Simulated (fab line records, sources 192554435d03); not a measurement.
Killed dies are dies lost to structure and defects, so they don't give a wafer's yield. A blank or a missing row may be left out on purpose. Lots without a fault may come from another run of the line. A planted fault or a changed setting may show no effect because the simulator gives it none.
Split-lot experiment | flow n5_finfet | 7 lots, 21 wafers read, on a route of 1938 steps

THE SPLIT
At N5_SDB_STRIP_22 (strips in N2/H2), the setting power_w was moved away from the recipe's 1000 W on 10 of the 21 wafers read, by -7.7% to +17.8%. The other wafers ran this setting at the recipe's value.

The reading is taken at the split's own step.

THE READING
oes_product_au, in a.u., at N5_SDB_STRIP_22 (strips in N2/H2). Fault-free wafers of this fab line usually give 0.714 a.u., standard deviation 0.0048 a.u..

wafer  | tool, chamber at the split | power_w as run, W | against the recipe | oes_product_au, a.u. | against lot-mates on the recipe
L076.1 | plasma_asher-01, 0         | 1000              | recipe             | 0.723                | -
L076.2 | plasma_asher-01, 1         | 1000              | recipe             | 0.712                | -
L076.4 | plasma_asher-01, 1         | 1000              | recipe             | 0.708                | -
L082.1 | plasma_asher-01, 0         | 1112              | +11.2%             | 0.738                | no lot-mate on the recipe
L082.2 | plasma_asher-01, 1         | 1112              | +11.2%             | 0.739                | no lot-mate on the recipe
L082.6 | plasma_asher-01, 0         | 1112              | +11.2%             | 0.731                | no lot-mate on the recipe
L089.2 | plasma_asher-01, 1         | 1000              | recipe             | 0.710                | -
L089.3 | plasma_asher-01, 0         | 922.9             | -7.7%              | 0.694                | -0.016
L089.6 | plasma_asher-01, 0         | 922.9             | -7.7%              | 0.699                | -0.011
L093.4 | plasma_asher-01, 0         | 1000              | recipe             | 0.718                | -
L093.5 | plasma_asher-01, 0         | 1089              | +8.9%              | 0.728                | +0.014
L093.6 | plasma_asher-01, 1         | 1000              | recipe             | 0.711                | -
L094.1 | plasma_asher-02, 1         | 1000              | recipe             | 0.711                | -
L094.5 | plasma_asher-02, 1         | 1000              | recipe             | 0.714                | -
L094.6 | plasma_asher-02, 0         | 1000              | recipe             | 0.713                | -
L092.1 | plasma_asher-02, 1         | 949.1             | -5.1%              | 0.693                | -0.020
L092.4 | plasma_asher-02, 0         | 949.1             | -5.1%              | 0.706                | -0.007
L092.5 | plasma_asher-02, 1         | 1000              | recipe             | 0.713                | -
L096.1 | plasma_asher-02, 1         | 1178              | +17.8%             | 0.752                | +0.033
L096.2 | plasma_asher-02, 0         | 1000              | recipe             | 0.719                | -
L096.6 | plasma_asher-02, 0         | 1178              | +17.8%             | 0.751                | +0.032

THE FIT
A straight line over all 21 wafers: oes_product_au changes by +0.00212 a.u. for each +1% of power_w; r = +0.97; the points scatter about the line by 0.0044 a.u..
The same after taking each lot's own level away (the mean of its wafers on the recipe; 18 wafers): +0.00185 a.u. for each +1%; r = +0.95; scatter 0.0042 a.u..
On that fit, the largest move of power_w shifts the reading by 0.033 a.u..
The lots' own levels span 0.7100 to 0.7190 a.u., that is 1.9 times the standard deviation above.
So the lot-to-lot level changes the slope: the two fits differ.
Check: with one of the wafers moved furthest among these (+17.8%) left out of the fit, the line predicts +0.0319 a.u. for it against its lot-mates. It came out at +0.033 a.u. against them.
Tool readings at the split's step, against how far the setting was moved: oes_product_au r = +0.97; strip_time_to_endpoint_s r = -0.99.

THE WHOLE CHAIN: every reading that the file lists as answering this split, in the file's order
step            | what it does    | reading                  | change (the file's fit)                   | r (the file's)
N5_SDB_STRIP_22 | strips in N2/H2 | oes_product_au           | +0.00181 a.u. for each +1% of the setting | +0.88
N5_SDB_STRIP_22 | strips in N2/H2 | strip_time_to_endpoint_s | withheld for each +1% of the setting      | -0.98

THE FILE'S OWN FIT
oes_product_au changes by +0.00181 a.u. for each +1% of power_w, r = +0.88.
